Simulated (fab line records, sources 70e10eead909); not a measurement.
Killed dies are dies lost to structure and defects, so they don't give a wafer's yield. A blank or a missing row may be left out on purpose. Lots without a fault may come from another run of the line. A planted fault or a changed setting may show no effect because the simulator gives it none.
Chamber matching | flow nand_harc | NHARC_P_GATE_DESCUM_48 on rie_diel-11: 4 sister chambers
The step chemistry O2, time 3 s. 8 wafers are shown with their chamber, then 9 later ones without.

WAFERS WITH THEIR CHAMBER
wafer  | chamber | showerhead_plenum_p_Torr (Torr) | drypump_motor_current_A (A)
L076.1 | 0       | 2.02                            | 5.72
L084.2 | 0       | 2.01                            | 5.70
L084.4 | 1       | 1.88                            | 4.97
L086.1 | 2       | 2.01                            | 5.45
L086.2 | 1       | 1.88                            | 4.97
L085.1 | 3       | 1.95                            | 5.47
L085.4 | 2       | 2.01                            | 5.44
L085.5 | 3       | 1.95                            | 5.46

WAFERS WITHOUT THEIR CHAMBER
wafer  | showerhead_plenum_p_Torr (Torr) | drypump_motor_current_A (A)
L090.1 | 2.01                            | 5.71
L090.3 | 2.01                            | 5.46
L090.4 | 1.95                            | 5.47
L091.1 | 1.95                            | 5.44
L091.3 | 2.01                            | 5.71
L091.5 | 2.01                            | 5.72
L093.1 | 1.95                            | 5.44
L093.3 | 2.01                            | 5.70
L093.5 | 2.01                            | 5.73

WHICH CHAMBER EACH WENT THROUGH
wafer  | from the rows above | in truth
L090.1 | 0                   | 0
L090.3 | 2                   | 2
L090.4 | 3                   | 3
L091.1 | 3                   | 3
L091.3 | 0                   | 0
L091.5 | 0                   | 0
L093.1 | 3                   | 3
L093.3 | 0                   | 0
L093.5 | 0                   | 0
Placed correctly: 9 of 9. Can't be placed from these rows: 0. Placed wrongly: 0.
How it was worked out, from the rows above alone: a wafer's distance from a chamber is the root of the sum, over the readings, of the square of ((its reading less the chamber's mean) divided by the reading's scatter). The wafer belongs to the nearest chamber; if the next one is less than 2 further off, it can't be placed. A chamber's mean is the mean of its shown wafers. The scatter: the root of (the sum of the squares of (reading less its chamber's mean) over the shown wafers, divided by (wafers less chambers)).
